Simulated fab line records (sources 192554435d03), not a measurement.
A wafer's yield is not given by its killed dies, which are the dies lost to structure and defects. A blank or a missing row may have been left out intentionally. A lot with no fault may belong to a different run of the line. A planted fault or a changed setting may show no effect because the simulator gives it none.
Split-lot trial | flow n5Finfet | on a route of 1938 steps: 7 lots, 21 wafers read

THE SPLIT ITSELF
At N5_BEOL_M0_SAQP_SPACER2_ALD_26 (deposits SiO2, target thk 15 nm, pulse time 1 s, purge time 2 s), the setting targetThkA was moved away from the recipe's 150 angstrom on 9 of the 21 wafers read, by -10.6% to +9.5%. The other wafers ran this setting at the recipe's value.

FROM THE SPLIT TO THE READING: what the file shows between them, 2 steps
- N5_BEOL_M0_SAQP_SPACER2_ETCHBACK_27: etches SiO2 in CHF3/O2, target depth 22.5 nm, time 11.25 s
- N5_BEOL_M0_SAQP_MANDREL2_REMOVE_110: chemistry HBr/Cl2/O2, target a-Si, stops on SiCN, bt time 10 s

THE READING
cdNm at N5_BEOL_M0_SAQP_CD_MEAS_29, given in nm (cd target 14.4 nm). A value of 14.96 nm with a standard deviation of 0.23 nm is what fault-free wafers of this fab line usually give.

wafer  | tool, chamber at the split | targetThkA as run, angstrom | against the recipe | cdNm, nm | against lot-mates on the recipe
L083.2 | aldSin-03, 2,1             | 150                         | recipe             | 14.91    | -
L083.3 | aldSin-03, 3               | 141                         | -6.0%              | 13.94    | -0.95
L083.4 | aldSin-03, 2,1             | 150                         | recipe             | 14.86    | -
L086.2 | aldSin-03, 1,3,3           | 150                         | recipe             | 14.68    | -
L086.3 | aldSin-03, 1,3,3           | 150                         | recipe             | 14.95    | -
L086.6 | aldSin-03, 1,3,3           | 150                         | recipe             | 14.73    | -
L088.2 | aldSin-02, 2               | 134.1                       | -10.6%             | 13.25    | -1.75
L088.3 | aldSin-02, 0               | 150                         | recipe             | 14.76    | -
L088.6 | aldSin-02, 1               | 150                         | recipe             | 15.25    | -
L090.4 | aldSin-02, 1               | 138.6                       | -7.6%              | 14.07    | -0.90
L090.5 | aldSin-02, 2               | 150                         | recipe             | 14.97    | -
L090.6 | aldSin-02, 1               | 138.6                       | -7.6%              | 14.34    | -0.63
L092.2 | aldSin-02, 1               | 139.8                       | -6.8%              | 14.14    | -0.63
L092.3 | aldSin-02, 2               | 139.8                       | -6.8%              | 14.45    | -0.32
L092.5 | aldSin-02, 3               | 150                         | recipe             | 14.77    | -
L094.1 | aldSin-01, 1,0             | 150                         | recipe             | 15.28    | -
L094.2 | aldSin-01, 3               | 161.7                       | +7.8%              | 15.98    | +0.89
L094.3 | aldSin-01, 1,0             | 150                         | recipe             | 14.89    | -
L096.3 | aldSin-02, 3,1             | 164.3                       | +9.5%              | 16.28    | +1.11
L096.4 | aldSin-02, 1               | 150                         | recipe             | 15.17    | -
L096.5 | aldSin-02, 3,1             | 164.3                       | +9.5%              | 16.32    | +1.15
When a row names more than one chamber, that row covers several wafers, and the file does not tell which wafer ran in which chamber.

FIT RESULTS
A straight line over all 21 wafers: cdNm changes by +0.131 nm for each +1% of targetThkA; r = +0.96; the points scatter about the line by 0.22 nm.
The same after taking each lot's own level away (the mean of its wafers on the recipe; 21 wafers): +0.119 nm for each +1%; r = +0.95; scatter 0.22 nm.
On that fit, the largest move of targetThkA shifts the reading by 1.3 nm.
Across the lots, their own levels run from 14.770 to 15.170 nm, a range of 1.7 times the standard deviation given above.
So the lot-to-lot level changes the slope: the two fits differ.
Check: -1.11 nm against its lot-mates is what the line predicts for one of the wafers moved furthest among these (-10.6%) when that wafer is left out of the fit. It came out at -1.75 nm against them.

THE WHOLE CHAIN: every reading that the file lists as answering this split, in the file's order
step                                | what it does                                                    | reading                                                                                    | change (the file's fit)               | r (the file's)
N5_BEOL_M0_SAQP_SPACER2_ALD_26      | deposits SiO2, target thk 15 nm, pulse time 1 s, purge time 2 s | SiO2_of_BEOL_M0_SAQP_SPACER2_ALD_26.thkNm (the simulator's own value, which no gauge read) | +0.15 nm for each +1% of the setting  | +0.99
N5_BEOL_M0_SAQP_MANDREL2_REMOVE_110 | chemistry HBr/Cl2/O2, target a-Si, stops on SiCN, bt time 10 s  | BEOL_M0_SAQP.cdNm (the simulator's own value, which no gauge read)                         | +0.149 nm for each +1% of the setting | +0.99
N5_BEOL_M0_SAQP_CD_MEAS_29          | target cd 14.4 nm                                               | cdNm                                                                                       | +0.126 nm for each +1% of the setting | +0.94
N5_BEOL_M0_HM_OPEN_105              | chemistry Cl2/BCl3, target TiN, target depth 12 nm              | SiO2_of_BEOL_M0_SAQP_SPACER2_ALD_26.thkNm (the simulator's own value, which no gauge read) | +0.137 nm for each +1% of the setting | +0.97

THE FILE'S OWN FIT
cdNm changes by +0.126 nm for each +1% of targetThkA, r = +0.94.
